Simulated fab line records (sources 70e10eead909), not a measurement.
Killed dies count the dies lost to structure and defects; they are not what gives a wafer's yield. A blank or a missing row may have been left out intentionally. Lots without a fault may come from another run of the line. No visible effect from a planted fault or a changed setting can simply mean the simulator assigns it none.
fab line records    flow nand_harc    part 1 of 2: steps 1 to 25 of 35
record lots=5  wafers=15  last_day=25
route steps=1159 shown P_GATE@164
lots with no fault: from the same line, run without faults
start_h: hours from the record's first day to the start of the lot's first wafer shown    wait_h: hours from the lot's prior step to this one    " unchanged from the row above    L1.1+2: a single row standing in for several wafers    - no value present, or no start provided    * or withheld: withheld    < > ~ a bound
route shown NAME@n: names a module that has steps shown in the file, with the first one's number in the route    usual: mean and standard deviation over wafers with no fault    same: alike in all rows    chamber/n: place in a boat    sites: the reading at each site    _std_site: how widely they spread, as a standard deviation    _edge_site: inner sites' mean taken away from outer sites' mean    radius_mm: for every site, how far away it sits from the centre of the wafer    mask NAME#n: copy n    behind: the tool/chamber that last shaped the wafer    hold: why the lot was held/for how many hours/how that ended    device: the transistor (n, p or np) that didn't switch    end of line: the route-end tests of the same wafers    step lacking rows: just its recipe    killed: at the first sort, the dies lost to defects and structure; wafer yield is something else    map: shows each die of a wafer: x if killed, . if not, _ if none is there
set.NAME: the setting the step ran with; set.NAME@STEP: the setting that earlier step ran with    model.NAME: the simulator's own value behind a step, which no gauge read
lots seen at some steps along the route; tables by step, rows by wafer
services: the hour from which a tool's chamber was out of use, counted from the record's first day as start_h (under 0 if before that day), plus the number of hours and why
## steps
# step NHARC_P_GATE_COAT_40
# recipe spin_rpm=3000
# usual chill_plate_temp_C=23.02/0.11
lot.wafer  tool            chamber  start_h  wait_h  chill_plate_temp_C
L074.2     litho_track-02  0        -        -       23.03
L074.4     "               0        "        "       22.92
L074.5     "               0        "        "       22.99
L079.1     litho_track-03  0        -        -       23.11
L079.5     "               0        "        "       23.01
L079.6     "               0        "        "       23.05
L082.1     litho_track-02  0        -        -       23.16
L082.2     "               0        "        "       23.10
L082.4     "               0        "        "       23.02
L087.2     litho_track-05  0        -        -       22.97
L087.4     "               0        "        "       22.93
L087.6     "               0        "        "       22.77
L091.1     litho_track-05  0        -        -       23.02
L091.2     "               0        "        "       23.06
L091.6     "               0        "        "       23.02
# step NHARC_P_GATE_SOFTBAKE_41
# recipe temp_c=122  time_s=95
# usual chill_plate_temp_C=22.99/0.11  plate_temp_C=122.01/0.14
lot.wafer  tool            chamber  start_h  wait_h  chill_plate_temp_C  plate_temp_C
L074.2     litho_track-02  0        -        -       23.10               121.98
L074.4     "               0        "        "       22.80               121.95
L074.5     "               0        "        "       22.89               121.86
L079.1     litho_track-03  0        -        -       23.14               122.36
L079.5     "               0        "        "       23.02               122.24
L079.6     "               0        "        "       23.09               122.04
L082.1     litho_track-02  0        -        -       23.18               122.07
L082.2     "               0        "        "       23.17               122.11
L082.4     "               0        "        "       23.18               121.97
L087.2     litho_track-05  0        -        -       23.02               121.92
L087.4     "               0        "        "       23.14               121.83
L087.6     "               0        "        "       23.23               121.98
L091.1     litho_track-05  0        -        -       23.04               122.28
L091.2     "               0        "        "       22.95               122.21
L091.6     "               0        "        "       22.89               122.25
# step NHARC_P_GATE_EBR_42
# usual chill_plate_temp_C=23.00/0.096
lot.wafer  tool            chamber  start_h  wait_h  chill_plate_temp_C
L074.2     litho_track-02  0        -        -       23.11
L074.4     "               0        "        "       23.07
L074.5     "               0        "        "       23.09
L079.1     litho_track-03  0        -        -       23.15
L079.5     "               0        "        "       23.00
L079.6     "               0        "        "       22.90
L082.1     litho_track-02  0        -        -       23.10
L082.2     "               0        "        "       23.06
L082.4     "               0        "        "       23.11
L087.2     litho_track-05  0        -        -       23.08
L087.4     "               0        "        "       22.82
L087.6     "               0        "        "       22.98
L091.1     litho_track-05  0        -        -       23.10
L091.2     "               0        "        "       23.07
L091.6     "               0        "        "       22.91
# step NHARC_P_GATE_EXPOSE_43
# recipe na=0.6  target_cd_nm=720  dose_mj=14.81  mask_id=P_NSD
# same na=0.6
lot.wafer   tool            chamber  start_h  wait_h  mask
L074.2+4+5  krf_scanner-02  0        103.23   -       P_NSD#0
L079.1+5+6  krf_scanner-04  0        130.37   -       P_NSD#0
L082.1+2+4  krf_scanner-02  0        146.39   -       P_NSD#0
L087.2+4+6  krf_scanner-04  0        179.44   -       P_NSD#0
L091.1+2+6  krf_scanner-04  0        199.45   -       P_NSD#0
# step NHARC_P_GATE_PEB_44
# recipe peb_temp_c=118  peb_time_s=85
# usual chill_plate_temp_C=22.97/0.11  plate_temp_C=117.99/0.13
lot.wafer  tool            chamber  start_h  wait_h  chill_plate_temp_C  plate_temp_C
L074.2     litho_track-05  0        103.29   0.1     22.90               117.91
L074.4     "               0        "        "       22.92               117.92
L074.5     "               0        "        "       22.74               118.04
L079.1     litho_track-05  0        130.44   0.1     22.92               118.00
L079.5     "               0        "        "       22.97               117.81
L079.6     "               0        "        "       23.00               117.84
L082.1     litho_track-05  0        146.46   0.1     22.84               118.07
L082.2     "               0        "        "       22.92               117.93
L082.4     "               0        "        "       22.90               117.92
L087.2     litho_track-03  0        179.50   0.1     23.04               118.13
L087.4     "               0        "        "       22.87               118.11
L087.6     "               0        "        "       22.94               118.10
L091.1     litho_track-05  0        199.52   0.1     22.86               118.06
L091.2     "               0        "        "       22.91               117.72
L091.6     "               0        "        "       22.84               118.16
# step NHARC_P_GATE_DEVELOP_45
# recipe time_s=70
# usual chill_plate_temp_C=23.00/0.11
lot.wafer  tool            chamber  start_h  wait_h  chill_plate_temp_C
L074.2     litho_track-05  0        -        -       23.13
L074.4     "               0        "        "       23.14
L074.5     "               0        "        "       22.88
L079.1     litho_track-05  0        -        -       22.96
L079.5     "               0        "        "       23.13
L079.6     "               0        "        "       23.05
L082.1     litho_track-05  0        -        -       23.12
L082.2     "               0        "        "       23.20
L082.4     "               0        "        "       22.98
L087.2     litho_track-03  0        -        -       22.97
L087.4     "               0        "        "       23.09
L087.6     "               0        "        "       23.13
L091.1     litho_track-05  0        -        -       22.90
L091.2     "               0        "        "       22.88
L091.6     "               0        "        "       22.75
# step NHARC_P_GATE_CD_MEAS_46
# recipe target_cd_nm=720  landing_energy_ev=500
# usual cd_nm=720.1/2.5
lot.wafer  tool       chamber  start_h  wait_h  cd_nm
L074.2     cd_sem-02  0        103.39   -       721.0
L074.4     "          0        "        "       723.3
L074.5     "          0        "        "       722.8
L079.1     cd_sem-02  0        130.53   -       723.3
L079.5     "          0        "        "       721.3
L079.6     "          0        "        "       721.4
L082.1     cd_sem-03  0        146.55   -       718.8
L082.2     "          0        "        "       720.7
L082.4     "          0        "        "       719.7
L087.2     cd_sem-02  0        179.59   -       721.1
L087.4     "          0        "        "       720.7
L087.6     "          0        "        "       719.2
L091.1     cd_sem-02  0        199.61   -       722.5
L091.2     "          0        "        "       716.0
L091.6     "          0        "        "       721.2
# step NHARC_P_GATE_HARDBAKE_47
# recipe temp_c=125  time_s=80
# usual chill_plate_temp_C=22.99/0.1  plate_temp_C=124.98/0.12
lot.wafer  tool            chamber  start_h  wait_h  chill_plate_temp_C  plate_temp_C
L074.2     litho_track-03  0        103.47   -       23.03               124.97
L074.4     "               0        "        "       23.01               124.81
L074.5     "               0        "        "       23.05               124.89
L079.1     litho_track-03  0        130.61   -       23.14               125.01
L079.5     "               0        "        "       23.01               124.86
L079.6     "               0        "        "       22.90               125.03
L082.1     litho_track-02  0        146.63   -       22.93               125.01
L082.2     "               0        "        "       22.93               124.77
L082.4     "               0        "        "       22.82               125.03
L087.2     litho_track-02  0        179.67   -       23.08               124.68
L087.4     "               0        "        "       23.18               125.00
L087.6     "               0        "        "       23.11               124.80
L091.1     litho_track-02  0        199.69   -       22.92               125.09
L091.2     "               0        "        "       22.88               125.13
L091.6     "               0        "        "       23.02               125.12
# step NHARC_P_GATE_DESCUM_48
# recipe time_s=3  o2_flow_sccm=200  ar_flow_sccm=0  bias_power_w=0  chemistry=O2
# usual drypump_motor_current_A=5.8/0.5  oes_product_au=0.997/0.0086  rf_vpp_V=57.9/0.89  showerhead_plenum_p_Torr=1.94/0.078  throttle_valve_pct=11.311/0.01
lot.wafer  tool         chamber  start_h  wait_h  drypump_motor_current_A  oes_product_au  rf_hours_counter_h  rf_vpp_V  showerhead_plenum_p_Torr  throttle_valve_pct
L074.2     rie_diel-11  1        103.76   -       5.5                      0.994           33                  58.2      2.02                      11.305
L074.4     "            2        "        "       5.5                      0.986           32                  57.5      1.80                      11.291
L074.5     "            1        "        "       5.5                      1.005           -                   58.4      2.02                      11.310
L079.1     rie_diel-07  1        130.73   -       4.7                      0.995           20                  57.5      1.88                      11.302
L079.6     "            2        "        "       6.0                      0.991           -                   59.1      2.02                      11.318
L079.5     "            3        "        "       5.6                      1.014           -                   58.9      2.07                      11.308
L082.2     rie_diel-11  2        146.72   -       5.5                      0.988           45                  59.7      1.79                      11.284
L082.1     "            3        "        "       6.6                      1.003           46                  59.1      1.98                      11.325
L082.4     "            0        "        "       5.8                      0.999           47                  57.3      1.96                      11.308
L087.4     rie_diel-13  0        179.75   -       5.6                      0.991           13                  57.0      1.92                      11.318
L087.2     "            2        "        "       6.1                      1.003           13                  56.8      1.82                      11.312
L087.6     "            1        "        "       5.2                      0.992           -                   57.6      1.96                      11.308
L091.2     rie_diel-13  1        199.77   -       5.2                      0.996           17                  57.8      1.95                      11.326
L091.1     "            0        "        "       5.6                      0.997           18                  58.1      1.92                      11.299
L091.6     "            1        "        "       5.2                      0.999           -                   57.1      1.95                      11.309
# step NHARC_P_GATE_IMPLANT_49
# recipe energy_kev=30  dose_cm2=3e+15  tilt_deg=7
# usual faraday_current_uA=11996/1600
lot.wafer  tool          chamber  start_h  wait_h  faraday_current_uA
L074.2     implanter-01  0        103.94   0.2     10719
L074.4     "             0        "        "       10687
L074.5     "             0        "        "       10253
L079.1     implanter-01  0        130.84   0.1     10679
L079.5     "             0        "        "       10484
L079.6     "             0        "        "       10186
L082.1     implanter-02  0        146.86   0.1     13379
L082.2     "             0        "        "       13585
L082.4     "             0        "        "       13752
L087.2     implanter-02  0        179.92   0.1     14081
L087.4     "             0        "        "       13600
L087.6     "             0        "        "       13809
L091.1     implanter-01  0        199.93   0.1     10126
L091.2     "             0        "        "       10455
L091.6     "             0        "        "       10539
# step NHARC_P_GATE_STRIP_111
# recipe power_w=1500  temp_c=110  time_s=250  chemistry=N2/H2
# usual drypump_motor_current_A=5.9/0.39  heater_power_w=82/8.9
lot.wafer  tool             chamber  start_h  wait_h  drypump_motor_current_A  heater_power_w  rf_hours_counter_h
L074.2     plasma_asher-02  0        104.13   0.2     6.2                      84              31
L074.4     "                0        "        "       6.2                      85              -
L074.5     "                1        "        "       6.2                      68              -
L079.1     plasma_asher-02  0        131.96   1.1     6.2                      83              45
L079.5     "                1        "        "       6.2                      70              -
L079.6     "                0        "        "       6.2                      82              -
L082.1     plasma_asher-02  1        148.17   1.3     6.2                      69              55
L082.2     "                0        "        "       6.2                      83              55
L082.4     "                0        "        "       6.2                      83              -
L087.2     plasma_asher-01  1        180.31   0.4     6.0                      92              4
L087.4     "                1        "        "       5.9                      94              -
L087.6     "                1        "        "       5.9                      95              -
L091.2     plasma_asher-01  0        200.19   0.2     5.2                      84              13
L091.1     "                1        "        "       5.9                      94              13
L091.6     "                0        "        "       5.3                      84              -
# step NHARC_P_GATE_STRIP_75
# recipe power_w=1500  temp_c=250  chemistry=O2
# usual drypump_motor_current_A=5.9/0.39  heater_power_w=308/33
lot.wafer  tool             chamber  start_h  wait_h  drypump_motor_current_A  heater_power_w  rf_hours_counter_h
L074.2     plasma_asher-02  0        104.42   0.2     6.2                      306             31
L074.4     "                0        "        "       6.2                      313             -
L074.5     "                1        "        "       6.2                      265             -
L079.1     plasma_asher-02  0        132.22   0.2     6.2                      317             46
L079.5     "                1        "        "       6.2                      257             -
L079.6     "                0        "        "       6.2                      311             -
L082.1     plasma_asher-02  1        148.47   0.2     6.2                      254             56
L082.2     "                0        "        "       6.3                      306             56
L082.4     "                0        "        "       6.2                      309             -
L087.2     plasma_asher-01  1        180.61   0.3     6.0                      352             4
L087.4     "                1        "        "       5.9                      352             -
L087.6     "                1        "        "       5.9                      342             -
L091.2     plasma_asher-01  0        200.49   0.3     5.2                      322             14
L091.1     "                1        "        "       5.9                      348             14
L091.6     "                0        "        "       5.2                      322             -
# step NHARC_P_GATE_STRIP_50
# recipe time_s=900  temp_c=130  chemistry=SPM
lot.wafer   tool          chamber  start_h  wait_h
L074.2+5+4  wet_bench-02  4,5,0    104.58   0.1
L079.6+5+1  wet_bench-02  2,3,7    132.37   0.1
L082.1+4+2  wet_bench-02  6,0,1    148.62   0.1
L087.6+2+4  wet_bench-09  5,0,1    180.78   0.1
L091.2+6+1  wet_bench-03  2,3,4    200.68   0.2
# step NHARC_P_GATE_DEHYDRATE_51
# recipe temp_c=150  time_s=120
# usual chill_plate_temp_C=22.99/0.1  plate_temp_C=150.00/0.15
lot.wafer  tool            chamber  start_h  wait_h  chill_plate_temp_C  plate_temp_C
L074.2     litho_track-02  0        104.92   -       22.91               149.92
L074.4     "               0        "        "       22.92               150.20
L074.5     "               0        "        "       22.88               150.27
L079.1     litho_track-05  0        132.73   -       22.97               149.77
L079.5     "               0        "        "       22.88               149.80
L079.6     "               0        "        "       22.98               150.07
L082.1     litho_track-03  0        148.96   -       23.01               150.16
L082.2     "               0        "        "       23.16               150.10
L082.4     "               0        "        "       23.13               149.85
L087.2     litho_track-02  0        181.13   -       22.89               149.99
L087.4     "               0        "        "       22.75               149.98
L087.6     "               0        "        "       23.05               149.75
L091.1     litho_track-05  0        201.05   -       22.90               149.98
L091.2     "               0        "        "       23.01               150.13
L091.6     "               0        "        "       22.95               150.03
# step NHARC_P_GATE_HMDS_52
# recipe time_s=30
# usual chill_plate_temp_C=22.99/0.13
lot.wafer  tool            chamber  start_h  wait_h  chill_plate_temp_C
L074.2     litho_track-02  0        -        -       22.94
L074.4     "               0        "        "       22.95
L074.5     "               0        "        "       23.09
L079.1     litho_track-05  0        -        -       22.86
L079.5     "               0        "        "       22.98
L079.6     "               0        "        "       22.95
L082.1     litho_track-03  0        -        -       22.92
L082.2     "               0        "        "       22.94
L082.4     "               0        "        "       22.89
L087.2     litho_track-02  0        -        -       22.87
L087.4     "               0        "        "       22.83
L087.6     "               0        "        "       22.85
L091.1     litho_track-05  0        -        -       23.13
L091.2     "               0        "        "       23.07
L091.6     "               0        "        "       22.90
# step NHARC_P_GATE_COAT_53
# recipe spin_rpm=3000
# usual chill_plate_temp_C=23.00/0.1
lot.wafer  tool            chamber  start_h  wait_h  chill_plate_temp_C
L074.2     litho_track-02  0        -        -       22.90
L074.4     "               0        "        "       22.91
L074.5     "               0        "        "       22.79
L079.1     litho_track-05  0        -        -       23.13
L079.5     "               0        "        "       23.10
L079.6     "               0        "        "       22.95
L082.1     litho_track-03  0        -        -       23.01
L082.2     "               0        "        "       23.01
L082.4     "               0        "        "       23.02
L087.2     litho_track-02  0        -        -       23.03
L087.4     "               0        "        "       23.07
L087.6     "               0        "        "       23.21
L091.1     litho_track-05  0        -        -       23.07
L091.2     "               0        "        "       23.03
L091.6     "               0        "        "       23.19
# step NHARC_P_GATE_SOFTBAKE_54
# recipe temp_c=122  time_s=95
# usual chill_plate_temp_C=23.01/0.11  plate_temp_C=122.02/0.16
lot.wafer  tool            chamber  start_h  wait_h  chill_plate_temp_C  plate_temp_C
L074.2     litho_track-02  0        -        -       23.24               122.25
L074.4     "               0        "        "       23.38               121.97
L074.5     "               0        "        "       23.13               121.77
L079.1     litho_track-05  0        -        -       23.10               121.93
L079.5     "               0        "        "       23.02               122.08
L079.6     "               0        "        "       22.97               121.89
L082.1     litho_track-03  0        -        -       23.01               121.74
L082.2     "               0        "        "       22.96               121.91
L082.4     "               0        "        "       22.91               121.88
L087.2     litho_track-02  0        -        -       22.99               121.67
L087.4     "               0        "        "       23.10               122.00
L087.6     "               0        "        "       22.96               121.99
L091.1     litho_track-05  0        -        -       23.13               122.07
L091.2     "               0        "        "       23.11               121.82
L091.6     "               0        "        "       23.12               121.91
# step NHARC_P_GATE_EBR_55
# usual chill_plate_temp_C=22.98/0.11
lot.wafer  tool            chamber  start_h  wait_h  chill_plate_temp_C
L074.2     litho_track-02  0        -        -       22.85
L074.4     "               0        "        "       22.88
L074.5     "               0        "        "       22.97
L079.1     litho_track-05  0        -        -       23.03
L079.5     "               0        "        "       23.07
L079.6     "               0        "        "       22.86
L082.1     litho_track-03  0        -        -       23.01
L082.2     "               0        "        "       22.94
L082.4     "               0        "        "       22.89
L087.2     litho_track-02  0        -        -       23.00
L087.4     "               0        "        "       23.06
L087.6     "               0        "        "       23.16
L091.1     litho_track-05  0        -        -       22.85
L091.2     "               0        "        "       22.75
L091.6     "               0        "        "       22.95
# step NHARC_P_GATE_EXPOSE_56
# recipe na=0.6  target_cd_nm=720  dose_mj=14.81  mask_id=P_PSD
# same na=0.6
lot.wafer   tool            chamber  start_h  wait_h  mask
L074.2+4+5  krf_scanner-02  0        105.20   -       P_PSD#0
L079.1+5+6  krf_scanner-04  0        133.00   -       P_PSD#0
L082.1+2+4  krf_scanner-01  0        149.23   -       P_PSD#0
L087.2+4+6  krf_scanner-04  0        181.40   -       P_PSD#0
L091.1+2+6  krf_scanner-01  0        201.32   -       P_PSD#0
# step NHARC_P_GATE_PEB_57
# recipe peb_temp_c=118  peb_time_s=85
# usual chill_plate_temp_C=22.99/0.11  plate_temp_C=118.01/0.15
lot.wafer  tool            chamber  start_h  wait_h  chill_plate_temp_C  plate_temp_C
L074.2     litho_track-02  0        105.26   0.1     23.04               118.15
L074.4     "               0        "        "       23.03               117.97
L074.5     "               0        "        "       23.10               118.07
L079.1     litho_track-02  0        133.06   0.1     23.01               117.74
L079.5     "               0        "        "       23.05               117.66
L079.6     "               0        "        "       23.10               117.85
L082.1     litho_track-02  0        149.30   0.1     22.90               118.01
L082.2     "               0        "        "       22.89               118.00
L082.4     "               0        "        "       22.71               118.14
L087.2     litho_track-02  0        181.47   0.1     22.83               118.20
L087.4     "               0        "        "       22.88               118.14
L087.6     "               0        "        "       22.94               118.11
L091.1     litho_track-05  0        201.38   0.1     22.92               118.05
L091.2     "               0        "        "       23.15               117.97
L091.6     "               0        "        "       23.03               117.92
# step NHARC_P_GATE_DEVELOP_58
# recipe time_s=70
# usual chill_plate_temp_C=22.98/0.11
lot.wafer  tool            chamber  start_h  wait_h  chill_plate_temp_C
L074.2     litho_track-02  0        -        -       22.77
L074.4     "               0        "        "       22.88
L074.5     "               0        "        "       22.89
L079.1     litho_track-02  0        -        -       22.91
L079.5     "               0        "        "       23.05
L079.6     "               0        "        "       22.89
L082.1     litho_track-02  0        -        -       23.00
L082.2     "               0        "        "       22.97
L082.4     "               0        "        "       23.02
L087.2     litho_track-02  0        -        -       22.99
L087.4     "               0        "        "       23.05
L087.6     "               0        "        "       23.07
L091.1     litho_track-05  0        -        -       23.12
L091.2     "               0        "        "       22.95
L091.6     "               0        "        "       22.92
# step NHARC_P_GATE_CD_MEAS_59
# recipe target_cd_nm=720  landing_energy_ev=500
# usual cd_nm=720.0/2.1
lot.wafer  tool       chamber  start_h  wait_h  cd_nm
L074.2     cd_sem-02  0        105.36   -       719.8
L074.4     "          0        "        "       722.7
L074.5     "          0        "        "       720.7
L079.1     cd_sem-03  0        133.15   -       720.7
L079.5     "          0        "        "       724.1
L079.6     "          0        "        "       722.7
L082.1     cd_sem-03  0        149.39   -       718.5
L082.2     "          0        "        "       719.1
L082.4     "          0        "        "       719.2
L087.2     cd_sem-01  0        181.56   -       723.5
L087.4     "          0        "        "       720.4
L087.6     "          0        "        "       724.9
L091.1     cd_sem-03  0        201.47   -       719.6
L091.2     "          0        "        "       718.5
L091.6     "          0        "        "       718.8
# step NHARC_P_GATE_HARDBAKE_60
# recipe temp_c=125  time_s=80
# usual chill_plate_temp_C=23.02/0.12  plate_temp_C=124.94/0.14
lot.wafer  tool            chamber  start_h  wait_h  chill_plate_temp_C  plate_temp_C
L074.2     litho_track-02  0        105.44   -       22.95               124.92
L074.4     "               0        "        "       23.05               125.17
L074.5     "               0        "        "       22.91               125.22
L079.1     litho_track-05  0        133.23   -       22.81               124.78
L079.5     "               0        "        "       22.85               124.80
L079.6     "               0        "        "       22.84               124.94
L082.1     litho_track-03  0        149.47   -       23.08               124.86
L082.2     "               0        "        "       23.12               125.01
L082.4     "               0        "        "       23.19               124.83
L087.2     litho_track-05  0        181.64   -       22.94               125.00
L087.4     "               0        "        "       23.12               125.01
L087.6     "               0        "        "       22.97               124.76
L091.1     litho_track-05  0        201.55   -       23.10               124.88
L091.2     "               0        "        "       23.14               124.88
L091.6     "               0        "        "       23.16               124.81
# step NHARC_P_GATE_DESCUM_61
# recipe time_s=3  o2_flow_sccm=200  ar_flow_sccm=0  bias_power_w=0  chemistry=O2
# usual drypump_motor_current_A=5.8/0.5  oes_product_au=0.998/0.0095  rf_vpp_V=57.8/0.94  showerhead_plenum_p_Torr=1.93/0.085  throttle_valve_pct=11.311/0.0089
lot.wafer  tool         chamber  start_h  wait_h  drypump_motor_current_A  oes_product_au  rf_hours_counter_h  rf_vpp_V  showerhead_plenum_p_Torr  throttle_valve_pct
L074.2     rie_diel-07  3        105.51   -       5.5                      1.010           15                  57.2      2.07                      11.317
L074.4     "            3        "        "       5.5                      1.003           -                   57.4      2.07                      11.306
L074.5     "            3        "        "       5.5                      1.008           -                   58.3      2.07                      11.301
L079.1     rie_diel-13  1        133.31   -       5.2                      0.996           5                   57.6      1.96                      11.320
L079.6     "            1        "        "       5.2                      0.992           -                   56.6      1.96                      11.303
L079.5     "            2        "        "       6.0                      1.002           -                   57.2      1.83                      11.312
L082.1     rie_diel-13  2        149.55   -       6.0                      0.996           9                   58.1      1.82                      11.310
L082.4     "            3        "        "       6.2                      0.990           9                   57.7      2.00                      11.313
L082.2     "            1        "        "       5.2                      0.990           9                   57.4      1.96                      11.318
L087.4     rie_diel-07  3        181.72   -       5.5                      1.006           39                  58.8      2.06                      11.319
L087.2     "            1        "        "       4.7                      0.985           37                  57.9      1.87                      11.309
L087.6     "            0        "        "       6.7                      0.999           -                   59.7      1.86                      11.325
L091.1     rie_diel-13  2        201.71   -       6.0                      0.998           17                  58.7      1.82                      11.324
L091.2     "            0        "        "       5.6                      0.995           19                  56.6      1.92                      11.315
L091.6     "            1        "        "       5.2                      0.991           -                   58.0      1.95                      11.310
# step NHARC_P_GATE_IMPLANT_62
# recipe energy_kev=20  dose_cm2=3e+15  tilt_deg=7
# usual faraday_current_uA=11557/1600
lot.wafer  tool          chamber  start_h  wait_h  faraday_current_uA
L074.2     implanter-01  0        105.77   0.2     10328
L074.4     "             0        "        "       10399
L074.5     "             0        "        "       10111
L079.1     implanter-01  0        133.46   0.1     10492
L079.5     "             0        "        "       10118
L079.6     "             0        "        "       10180
L082.1     implanter-01  0        149.70   0.1     10432
L082.2     "             0        "        "       10272
L082.4     "             0        "        "       10427
L087.2     implanter-01  0        181.90   0.1     10446
L087.4     "             0        "        "       10689
L087.6     "             0        "        "       10297
L091.1     implanter-02  0        201.84   0.1     13483
L091.2     "             0        "        "       13852
L091.6     "             0        "        "       13712
